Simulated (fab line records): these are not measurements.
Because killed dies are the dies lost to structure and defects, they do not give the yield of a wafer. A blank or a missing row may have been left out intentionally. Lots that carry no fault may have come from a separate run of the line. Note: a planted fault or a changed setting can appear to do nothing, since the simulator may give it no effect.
Which tool did it? || flow n5 finfet || 9 lots, 27 wafers sampled, at 6 steps of a route of 1938

## WHAT THE GAUGES READ, wafer by wafer
The record holds no reading of a measuring or inspecting step that can be judged against a usual standard deviation.

## WHICH TOOL RAN EACH LOT (tool, then ch and the chambers of the sampled wafers, then the start)
{"lot": "L718", "N5_BEOL_M7_CMP_52": "cmp-03 ch 0,2,3, day 11 04:15", "N5_BEOL_M7_DEP_56": "pecvd-01 ch 0,2, day 11 04:32", "N5_BEOL_M8_DESCUM_16": "rie diel-06 ch 0,3, day 11 08:14", "N5_BEOL_M8_COAT_71": "litho track-04 ch 0, day 11 20:02", "N5_BEOL_M8_ETCH_72": "rie diel-03 ch 0,2, day 11 20:35", "N5_PASSIVATION_PROBE_49": "-"}
{"lot": "L719", "N5_BEOL_M7_CMP_52": "cmp-01 ch 0,2,3, day 11 05:24", "N5_BEOL_M7_DEP_56": "pecvd-03 ch 0,1,2, day 11 05:40", "N5_BEOL_M8_DESCUM_16": "rie diel-03 ch 0,3, day 11 08:30", "N5_BEOL_M8_COAT_71": "litho track-01 ch 0, day 11 17:32", "N5_BEOL_M8_ETCH_72": "rie diel-03 ch 1,2, day 11 18:20", "N5_PASSIVATION_PROBE_49": "-"}
{"lot": "L721", "N5_BEOL_M7_CMP_52": "cmp-02 ch 1,2,3, day 11 11:12", "N5_BEOL_M7_DEP_56": "pecvd-03 ch 0,2, day 11 11:26", "N5_BEOL_M8_DESCUM_16": "rie diel-05 ch 0,1,2, day 11 12:52", "N5_BEOL_M8_COAT_71": "litho track-04 ch 0, day 11 20:48", "N5_BEOL_M8_ETCH_72": "rie diel-03 ch 2,3, day 11 21:13", "N5_PASSIVATION_PROBE_49": "-"}
{"lot": "L723", "N5_BEOL_M7_CMP_52": "cmp-01 ch 0,1,3, day 11 23:10", "N5_BEOL_M7_DEP_56": "pecvd-02 ch 0,1, day 11 23:26", "N5_BEOL_M8_DESCUM_16": "rie diel-05 ch 0,1,2, day 12 02:46", "N5_BEOL_M8_COAT_71": "litho track-04 ch 0, day 12 04:10", "N5_BEOL_M8_ETCH_72": "rie diel-06 ch 0,1,3, day 12 04:35", "N5_PASSIVATION_PROBE_49": "prober-01, day 15 05:34"}
{"lot": "L726", "N5_BEOL_M7_CMP_52": "cmp-01 ch 1,2,3, day 13 04:36", "N5_BEOL_M7_DEP_56": "pecvd-01 ch 0,2, day 13 04:58", "N5_BEOL_M8_DESCUM_16": "rie diel-03 ch 2,3, day 13 08:38", "N5_BEOL_M8_COAT_71": "litho track-01 ch 0, day 13 09:22", "N5_BEOL_M8_ETCH_72": "rie diel-05 ch 1,2, day 13 09:47", "N5_PASSIVATION_PROBE_49": "prober-02, day 16 09:07"}
{"lot": "L730", "N5_BEOL_M7_CMP_52": "cmp-01 ch 0,1,3, day 15 02:25", "N5_BEOL_M7_DEP_56": "pecvd-03 ch 0,2, day 15 02:46", "N5_BEOL_M8_DESCUM_16": "rie diel-06 ch 0,1,2, day 15 05:04", "N5_BEOL_M8_COAT_71": "litho track-01 ch 0, day 15 06:46", "N5_BEOL_M8_ETCH_72": "rie diel-03 ch 0,2,3, day 15 07:19", "N5_PASSIVATION_PROBE_49": "-"}
{"lot": "L732", "N5_BEOL_M7_CMP_52": "cmp-02 ch 0,2, day 16 01:13", "N5_BEOL_M7_DEP_56": "pecvd-01 ch 0,1, day 16 01:34", "N5_BEOL_M8_DESCUM_16": "rie diel-05 ch 0,1,3, day 16 03:40", "N5_BEOL_M8_COAT_71": "litho track-04 ch 0, day 16 07:31", "N5_BEOL_M8_ETCH_72": "rie diel-06 ch 1,2,3, day 16 08:01", "N5_PASSIVATION_PROBE_49": "-"}
{"lot": "L736", "N5_BEOL_M7_CMP_52": "cmp-01 ch 1,3, day 16 06:41", "N5_BEOL_M7_DEP_56": "pecvd-03 ch 0,2, day 16 07:01", "N5_BEOL_M8_DESCUM_16": "rie diel-03 ch 0,2,3, day 16 09:27", "N5_BEOL_M8_COAT_71": "litho track-04 ch 0, day 16 10:58", "N5_BEOL_M8_ETCH_72": "rie diel-05 ch 1,3, day 16 11:31", "N5_PASSIVATION_PROBE_49": "-"}
{"lot": "L738", "N5_BEOL_M7_CMP_52": "cmp-03 ch 0,2, day 17 14:51", "N5_BEOL_M7_DEP_56": "pecvd-01 ch 0,1, day 17 15:10", "N5_BEOL_M8_DESCUM_16": "rie diel-06 ch 1,2, day 17 19:11", "N5_BEOL_M8_COAT_71": "litho track-05 ch 0, day 17 19:46", "N5_BEOL_M8_ETCH_72": "rie diel-06 ch 1,2, day 17 20:44", "N5_PASSIVATION_PROBE_49": "-"}
- N5_BEOL_M7_CMP_52: polishes, stops on SiCOH lowk, t overpolish 6.9 s, target thk 80 nm.
- N5_BEOL_M7_DEP_56: deposits SiCN from 3MS/NH3, target thk 10 nm, time 17.5 s.
- N5_BEOL_M8_DESCUM_16: chemistry O2, time 7.9 s.
- N5_BEOL_M8_COAT_71: time 60 s, resist thk 5 nm.
- N5_BEOL_M8_ETCH_72: etches underlayer in N2/H2, target depth 6.5 nm, time 5.2 s.
- N5_PASSIVATION_PROBE_49

## WHAT THE TOOLS THEMSELVES READ (means of the sampled wafers that have a number; where no wafer has one, the mark that the record gives instead)
N5_BEOL_M7_CMP_52. Usual: barrier field endpoint s 28.6 s, standard deviation 0.61; clearing platen down force psi 1.500 psi, standard deviation 0.0031; motor current A 5.9 A, standard deviation 0.35; overpolish run s 6.901 s, standard deviation 0.0082; time to endpoint s 61.1 s, standard deviation 2.2.
{"lot": "L718", "tool": "cmp-03", "barrier field endpoint s (s)": 28.2, "clearing platen down force psi (psi)": 1.499, "motor current A (A)": 5.9, "overpolish run s (s)": 6.898, "time to endpoint s (s)": 61.7, "flag": ""}
{"lot": "L719", "tool": "cmp-01", "barrier field endpoint s (s)": 28.9, "clearing platen down force psi (psi)": 1.499, "motor current A (A)": 5.8, "overpolish run s (s)": 6.903, "time to endpoint s (s)": 60.8, "flag": ""}
{"lot": "L721", "tool": "cmp-02", "barrier field endpoint s (s)": 28.7, "clearing platen down force psi (psi)": 1.500, "motor current A (A)": 5.8, "overpolish run s (s)": 6.906, "time to endpoint s (s)": 61.3, "flag": ""}
{"lot": "L723", "tool": "cmp-01", "barrier field endpoint s (s)": 28.4, "clearing platen down force psi (psi)": 1.500, "motor current A (A)": 5.8, "overpolish run s (s)": 6.896, "time to endpoint s (s)": 60.2, "flag": ""}
{"lot": "L726", "tool": "cmp-01", "barrier field endpoint s (s)": 28.2, "clearing platen down force psi (psi)": 1.502, "motor current A (A)": 5.8, "overpolish run s (s)": 6.897, "time to endpoint s (s)": 59.5, "flag": ""}
{"lot": "L730", "tool": "cmp-01", "barrier field endpoint s (s)": 29.1, "clearing platen down force psi (psi)": 1.503, "motor current A (A)": 5.9, "overpolish run s (s)": 6.896, "time to endpoint s (s)": 60.4, "flag": ""}
{"lot": "L732", "tool": "cmp-02", "barrier field endpoint s (s)": 28.3, "clearing platen down force psi (psi)": 1.501, "motor current A (A)": 5.8, "overpolish run s (s)": 6.899, "time to endpoint s (s)": 61.4, "flag": ""}
{"lot": "L736", "tool": "cmp-01", "barrier field endpoint s (s)": 28.1, "clearing platen down force psi (psi)": 1.500, "motor current A (A)": 5.9, "overpolish run s (s)": 6.902, "time to endpoint s (s)": 59.6, "flag": ""}
{"lot": "L738", "tool": "cmp-03", "barrier field endpoint s (s)": 28.8, "clearing platen down force psi (psi)": 1.499, "motor current A (A)": 6.4, "overpolish run s (s)": 6.904, "time to endpoint s (s)": 59.5, "flag": ""}

N5_BEOL_M7_DEP_56. Usual: showerhead plenum p Torr 3.666 Torr, standard deviation 0.0096; throttle valve pct 9.1 %, standard deviation 0.6.
{"lot": "L718", "tool": "pecvd-01", "showerhead plenum p Torr (Torr)": 3.659, "throttle valve pct (%)": 8.5, "flag": ""}
{"lot": "L719", "tool": "pecvd-03", "showerhead plenum p Torr (Torr)": 3.665, "throttle valve pct (%)": 9.2, "flag": ""}
{"lot": "L721", "tool": "pecvd-03", "showerhead plenum p Torr (Torr)": 3.666, "throttle valve pct (%)": 9.4, "flag": ""}
{"lot": "L723", "tool": "pecvd-02", "showerhead plenum p Torr (Torr)": 3.672, "throttle valve pct (%)": 9.9, "flag": ""}
{"lot": "L726", "tool": "pecvd-01", "showerhead plenum p Torr (Torr)": 3.652, "throttle valve pct (%)": 8.7, "flag": ""}
{"lot": "L730", "tool": "pecvd-03", "showerhead plenum p Torr (Torr)": 3.666, "throttle valve pct (%)": 9.1, "flag": ""}
{"lot": "L732", "tool": "pecvd-01", "showerhead plenum p Torr (Torr)": 3.666, "throttle valve pct (%)": 8.9, "flag": ""}
{"lot": "L736", "tool": "pecvd-03", "showerhead plenum p Torr (Torr)": 3.663, "throttle valve pct (%)": 9.6, "flag": ""}
{"lot": "L738", "tool": "pecvd-01", "showerhead plenum p Torr (Torr)": 3.663, "throttle valve pct (%)": 9.0, "flag": ""}

N5_BEOL_M8_DESCUM_16. Usual: chamber pressure mTorr is 20.000 mTorr with standard deviation 0.017, drypump motor current A is 5.49 A with standard deviation 0.21, oes product au is 0.77 a.u. with standard deviation 0.078, rf vpp V is 242.9 V with standard deviation 1.4, showerhead plenum p Torr is 2.08 Torr with standard deviation 0.077, temp c is 40.00 C with standard deviation 0.13, and throttle valve pct is 20.45 % with standard deviation 0.25.
{"lot": "L718", "tool": "rie diel-06", "chamber pressure mTorr (mTorr)": 20.007, "drypump motor current A (A)": 5.47, "oes product au (a.u.)": 0.75, "rf vpp V (V)": 241.8, "showerhead plenum p Torr (Torr)": 2.03, "temp c (C)": 39.99, "throttle valve pct (%)": 20.63, "flag": ""}
{"lot": "L719", "tool": "rie diel-03", "chamber pressure mTorr (mTorr)": 19.996, "drypump motor current A (A)": 5.39, "oes product au (a.u.)": 0.75, "rf vpp V (V)": 243.0, "showerhead plenum p Torr (Torr)": 2.10, "temp c (C)": 39.99, "throttle valve pct (%)": 20.55, "flag": ""}
{"lot": "L721", "tool": "rie diel-05", "chamber pressure mTorr (mTorr)": 20.002, "drypump motor current A (A)": 5.53, "oes product au (a.u.)": 0.78, "rf vpp V (V)": 243.3, "showerhead plenum p Torr (Torr)": 2.13, "temp c (C)": 39.93, "throttle valve pct (%)": 20.51, "flag": ""}
{"lot": "L723", "tool": "rie diel-05", "chamber pressure mTorr (mTorr)": 19.999, "drypump motor current A (A)": 5.51, "oes product au (a.u.)": 0.77, "rf vpp V (V)": 243.5, "showerhead plenum p Torr (Torr)": 2.13, "temp c (C)": 39.90, "throttle valve pct (%)": 20.52, "flag": ""}
{"lot": "L726", "tool": "rie diel-03", "chamber pressure mTorr (mTorr)": 20.004, "drypump motor current A (A)": 5.37, "oes product au (a.u.)": 0.79, "rf vpp V (V)": 242.6, "showerhead plenum p Torr (Torr)": 2.05, "temp c (C)": 40.03, "throttle valve pct (%)": 20.64, "flag": ""}
{"lot": "L730", "tool": "rie diel-06", "chamber pressure mTorr (mTorr)": 19.990, "drypump motor current A (A)": 5.56, "oes product au (a.u.)": 0.71, "rf vpp V (V)": 242.0, "showerhead plenum p Torr (Torr)": 2.04, "temp c (C)": 40.22, "throttle valve pct (%)": 20.34, "flag": ""}
{"lot": "L732", "tool": "rie diel-05", "chamber pressure mTorr (mTorr)": 20.004, "drypump motor current A (A)": 5.41, "oes product au (a.u.)": 0.79, "rf vpp V (V)": 243.7, "showerhead plenum p Torr (Torr)": 2.14, "temp c (C)": 39.98, "throttle valve pct (%)": 20.57, "flag": ""}
{"lot": "L736", "tool": "rie diel-03", "chamber pressure mTorr (mTorr)": 19.996, "drypump motor current A (A)": 5.46, "oes product au (a.u.)": 0.73, "rf vpp V (V)": 242.4, "showerhead plenum p Torr (Torr)": 2.03, "temp c (C)": 39.94, "throttle valve pct (%)": 20.59, "flag": ""}
{"lot": "L738", "tool": "rie diel-06", "chamber pressure mTorr (mTorr)": 19.993, "drypump motor current A (A)": 5.64, "oes product au (a.u.)": 0.81, "rf vpp V (V)": 242.7, "showerhead plenum p Torr (Torr)": 2.07, "temp c (C)": 40.15, "throttle valve pct (%)": 20.03, "flag": ""}

N5_BEOL_M8_COAT_71. Usual: spin speed rpm reads 1500.0 rpm (standard deviation 1.1).
{"lot": "L718", "tool": "litho track-04", "spin speed rpm (rpm)": 1500.5, "flag": ""}
{"lot": "L719", "tool": "litho track-01", "spin speed rpm (rpm)": 1500.1, "flag": ""}
{"lot": "L721", "tool": "litho track-04", "spin speed rpm (rpm)": 1499.2, "flag": ""}
{"lot": "L723", "tool": "litho track-04", "spin speed rpm (rpm)": 1500.6, "flag": ""}
{"lot": "L726", "tool": "litho track-01", "spin speed rpm (rpm)": 1500.7, "flag": ""}
{"lot": "L730", "tool": "litho track-01", "spin speed rpm (rpm)": 1500.7, "flag": ""}
{"lot": "L732", "tool": "litho track-04", "spin speed rpm (rpm)": 1811.1, "flag": "OFF"}
{"lot": "L736", "tool": "litho track-04", "spin speed rpm (rpm)": 1811.3, "flag": "OFF"}
{"lot": "L738", "tool": "litho track-05", "spin speed rpm (rpm)": 1499.6, "flag": ""}

N5_BEOL_M8_ETCH_72. Usual: chamber pressure mTorr is 30.00 mTorr with standard deviation 0.037, drypump motor current A is 5.52 A with standard deviation 0.22, etch rf on time s is 5.23 s with standard deviation 0.087, oes product au is 0.67 a.u. with standard deviation 0.076, rf vpp V is 523.6 V with standard deviation 2.7, showerhead plenum p Torr is 2.53 Torr with standard deviation 0.085, and throttle valve pct is 17.81 % with standard deviation 0.23.
{"lot": "L718", "tool": "rie diel-03", "chamber pressure mTorr (mTorr)": 29.99, "drypump motor current A (A)": 5.50, "etch rf on time s (s)": 5.33, "oes product au (a.u.)": 0.60, "rf vpp V (V)": 520.7, "showerhead plenum p Torr (Torr)": 2.46, "throttle valve pct (%)": 17.85, "flag": ""}
{"lot": "L719", "tool": "rie diel-03", "chamber pressure mTorr (mTorr)": 29.97, "drypump motor current A (A)": 5.49, "etch rf on time s (s)": 5.24, "oes product au (a.u.)": 0.69, "rf vpp V (V)": 522.3, "showerhead plenum p Torr (Torr)": 2.49, "throttle valve pct (%)": 17.65, "flag": ""}
{"lot": "L721", "tool": "rie diel-03", "chamber pressure mTorr (mTorr)": 30.03, "drypump motor current A (A)": 5.38, "etch rf on time s (s)": 5.24, "oes product au (a.u.)": 0.68, "rf vpp V (V)": 522.9, "showerhead plenum p Torr (Torr)": 2.49, "throttle valve pct (%)": 17.99, "flag": ""}
{"lot": "L723", "tool": "rie diel-06", "chamber pressure mTorr (mTorr)": 30.01, "drypump motor current A (A)": 5.58, "etch rf on time s (s)": 5.20, "oes product au (a.u.)": 0.63, "rf vpp V (V)": 523.4, "showerhead plenum p Torr (Torr)": 2.50, "throttle valve pct (%)": 17.89, "flag": ""}
{"lot": "L726", "tool": "rie diel-05", "chamber pressure mTorr (mTorr)": 30.01, "drypump motor current A (A)": 5.68, "etch rf on time s (s)": 5.22, "oes product au (a.u.)": 0.70, "rf vpp V (V)": 523.8, "showerhead plenum p Torr (Torr)": 2.56, "throttle valve pct (%)": 17.81, "flag": ""}
{"lot": "L730", "tool": "rie diel-03", "chamber pressure mTorr (mTorr)": 29.99, "drypump motor current A (A)": 5.45, "etch rf on time s (s)": 5.31, "oes product au (a.u.)": 0.62, "rf vpp V (V)": 521.3, "showerhead plenum p Torr (Torr)": 2.46, "throttle valve pct (%)": 17.96, "flag": ""}
{"lot": "L732", "tool": "rie diel-06", "chamber pressure mTorr (mTorr)": 30.00, "drypump motor current A (A)": 5.50, "etch rf on time s (s)": 4.74, "oes product au (a.u.)": 0.61, "rf vpp V (V)": 523.5, "showerhead plenum p Torr (Torr)": 2.52, "throttle valve pct (%)": 17.83, "flag": "OFF"}
{"lot": "L736", "tool": "rie diel-05", "chamber pressure mTorr (mTorr)": 29.96, "drypump motor current A (A)": 5.58, "etch rf on time s (s)": 4.70, "oes product au (a.u.)": 0.70, "rf vpp V (V)": 523.7, "showerhead plenum p Torr (Torr)": 2.57, "throttle valve pct (%)": 17.82, "flag": "OFF"}
{"lot": "L738", "tool": "rie diel-06", "chamber pressure mTorr (mTorr)": 30.01, "drypump motor current A (A)": 5.67, "etch rf on time s (s)": 5.16, "oes product au (a.u.)": 0.70, "rf vpp V (V)": 523.7, "showerhead plenum p Torr (Torr)": 2.52, "throttle valve pct (%)": 17.56, "flag": ""}

N5_PASSIVATION_PROBE_49. Usual: defect limited yield 90.9 %, standard deviation 1.3; killed_at_M0_to_M3 36, standard deviation 11; killed_at_M4_up 13, standard deviation 5.1; killed at contacts 14, standard deviation 4.9; killed at front end 41, standard deviation 10; killed at other 3.4, standard deviation 2.6; killed dies 107, standard deviation 16; killed open 70, standard deviation 11; killed short 36, standard deviation 7.8; sort_bin_5_function 5.4 %, standard deviation 0.84; sort_bin_6_memory 3.4 %, standard deviation 0.67; sort_bin_8_speed 0.00 %, standard deviation 0.0099; sort n pass 1073, standard deviation 16; sort yield pct 90.9 %, standard deviation 1.3.
{"lot": "L723", "tool": "prober-01", "defect limited yield (%)": 91.0, "killed_at_M0_to_M3": 32, "killed_at_M4_up": 12, "killed at contacts": 10, "killed at front end": 42, "killed at other": 9.0, "killed dies": 106, "killed open": 67, "killed short": 39, "sort_bin_5_function (%)": 5.3, "sort_bin_6_memory (%)": 3.2, "sort_bin_8_speed (%)": 0.00, "sort n pass": 1074, "sort yield pct (%)": 91.0, "flag": ""}
{"lot": "L726", "tool": "prober-02", "defect limited yield (%)": 91.6, "killed_at_M0_to_M3": 30, "killed_at_M4_up": 8, "killed at contacts": 18, "killed at front end": 41, "killed at other": 2.3, "killed dies": 99, "killed open": 66, "killed short": 31, "sort_bin_5_function (%)": 4.9, "sort_bin_6_memory (%)": 2.9, "sort_bin_8_speed (%)": 0.00, "sort n pass": 1081, "sort yield pct (%)": 91.6, "flag": ""}

## THE ANSWER, worked out from the rows above alone
Rule: take the mean of a lot's wafers that have a number; if it is more than 3 standard deviations from the usual mean, the lot is off. A lot without any number at a reading at which 4 lots or more have one is off too. Where the step has rows for the other lots, those lots are counted as sound. Order of review: gauges by route order, followed by the tools' own readings, for which a lot's mean as printed above is used. The first step at which some lot is off is used, and at that step the reading that is off furthest; a lot without a number counts as furthest.
Off at N5_BEOL_M8_COAT_71 (spin speed rpm): L732, L736.
If a tool, at that step or one of the process steps before it, ran each lot that is off and ran no sound lot following the first of them, it fits. One candidate fits, namely litho track-04 at N5_BEOL_M8_COAT_71. Its last sound lot is L723 (day 12 04:10), its first lot that is off L732 (day 16 07:31): a fault that began between those two fits.
On the lots that are off, the tool's own readings at N5_BEOL_M8_COAT_71 differ by more than 5 times the standard deviation of the sound lots' means, which bears it out; spin speed rpm reads 1811.2 rpm there versus 1500.2 rpm on the sound lots.

## WHAT HAD BEEN PUT IN BY THE SIMULATOR
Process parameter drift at N5_BEOL_M8_COAT_71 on litho track-04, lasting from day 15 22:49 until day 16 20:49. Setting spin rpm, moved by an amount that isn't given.
Struck lots among those shown: L732, L736. The rule above found the same.
